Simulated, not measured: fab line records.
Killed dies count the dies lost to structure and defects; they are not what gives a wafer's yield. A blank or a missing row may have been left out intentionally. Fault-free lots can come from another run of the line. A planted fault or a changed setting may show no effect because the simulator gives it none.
Problem report, 8D (eight disciplines) form, completed by code :: flow n5_finfet :: the parts of the form that need people (team, actions taken, sign-off) are left out

== 1. PROBLEM STATEMENT ==
At N5_BEOL_M5_OCD_MEAS_38, trench_depth_nm averages 96.1 nm over 2 wafers from 2 lots, while fault-free wafers read 71.5 nm, standard deviation 2. That puts it +12 standard deviations away from the usual mean.
Earliest sighting: wafer L907.6 on ocd-02 at day 13 13:24. Wafers with a number at this step in the record: 25, from 9 lots. Rule for "out" (also "out of limits"): further than 4 standard deviations from the usual mean. Any other wafer with a number is counted as sound.

== 2. WHAT IT IS; WHAT IT IS NOT ==
question: which readings at this step
is: trench_depth_nm
is not: -

question: which lots
is: L907, L909
is not: L887, L888, L892, L893, L894, L896, L905

question: which wafers of those lots
is: L907.6, L909.2
is not: L907.3, L909.1, L909.3

question: read on which gauges
is: ocd-02
is not: ocd-01

question: when
is: from day 13 13:24
is not: up to then (21 sound wafers); but 2 sound wafers of L909 came after

== 3. THE SUSPECTS, EACH WITH WHAT RULES IT OUT ==
Counting: if a tool at a process step up to the reading ran every lot that is out, it stays a suspect. Sound lots after the first of them don't rule it out here, since some wafers of a struck lot are sound.
- the gauge at N5_BEOL_M5_OCD_MEAS_38 has been ruled out. All the wafers that are out were read on ocd-02, but those of them that N5_BEOL_M5_THK_MEAS_53 has rows for are out there too, on other tools.
- rie_diel-06 at N5_BEOL_M5_ETCH_67 (etches SiARC in CF4, target depth 15.6 nm, time 26 s): kept. It ran every lot that is out, first L907 (day 13 13:01); its last sound lot up to then is L893 (day 10 14:43).
- rie_diel-06 at N5_BEOL_M5_TRENCH_ETCH_37 (etches SiCOH lowk in C4F6/O2, target depth 71.652 nm, time 24.7 s): kept. It ran every lot that is out, first L907 (day 13 13:14); its last sound lot up to then is L893 (day 10 14:55).
- rie_diel-06 at N5_BEOL_M5_ETCH_41 (etches SiCN in CH3F/O2, target depth 31.5 nm, time 56.7 s): kept. It ran every lot that is out, first L907 (day 13 13:24); its last sound lot up to then is L893 (day 10 15:05). Because N5_BEOL_M5_ETCH_41 lacks a start for some lots, the hours and order of its lots are taken from N5_BEOL_M5_OCD_MEAS_38.
Left after counting: rie_diel-06 at N5_BEOL_M5_ETCH_67, rie_diel-06 at N5_BEOL_M5_TRENCH_ETCH_37, rie_diel-06 at N5_BEOL_M5_ETCH_41.

== 4. THE CAUSE (what the simulator had put in) ==
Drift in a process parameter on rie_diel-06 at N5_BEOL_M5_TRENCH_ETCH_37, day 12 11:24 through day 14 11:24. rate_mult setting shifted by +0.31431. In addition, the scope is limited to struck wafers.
3 suspects survive the count, and this tool is in that group.

== 5. THE EFFECT CHAIN, in route order ==
Each row: a reading whose mean over the struck wafers that have a number lies more than 3 standard deviations from the usual. Only readings for which the record gives a usual standard deviation are gone through. hours: the time from each lot's start at the first step in this table that gives one to its start at this step, as a median over the lots. sigmas: the change in usual standard deviations.
hours: 0
step: N5_BEOL_M5_TRENCH_ETCH_37
reading: oes_product_au
usual: 0.78 a.u.
on struck wafers: 1.11
change: +0.33
sigmas: +4.2

hours: 0
step: N5_BEOL_M5_OCD_MEAS_38
reading: trench_depth_nm
usual: 71.5 nm
on struck wafers: 96.1
change: +24.6
sigmas: +12

hours: 8
step: N5_BEOL_M5_THK_MEAS_53
reading: M5_THK
usual: 63.0 nm
on struck wafers: 85.8
change: +22.8
sigmas: +8.8

hours: 8
step: N5_BEOL_M5_RS_MEAS_57
reading: M5_RS
usual: 0.389 ohm/sq
on struck wafers: 0.268
change: -0.121
sigmas: -6.4
Process steps it contains:
- N5_BEOL_M5_TRENCH_ETCH_37: etches SiCOH lowk in C4F6/O2, target depth 71.652 nm, time 24.7 s.

== 6. HOW IT WOULD HAVE BEEN CAUGHT EARLIER ==
Counted from the fault's start at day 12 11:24, it took 26 hours until the first out-of-limits reading at a measuring or inspecting step in this record, taken at day 13 13:24.
The tool's own readings at N5_BEOL_M5_TRENCH_ETCH_37 were out on some of the struck wafers (oes_product_au): an alarm limit on them would have fired on those.
Of the lots that are out (2), L909 began N5_BEOL_M5_TRENCH_ETCH_37 on rie_diel-06 after day 13 13:24. Holding the tool at that time would have saved it.
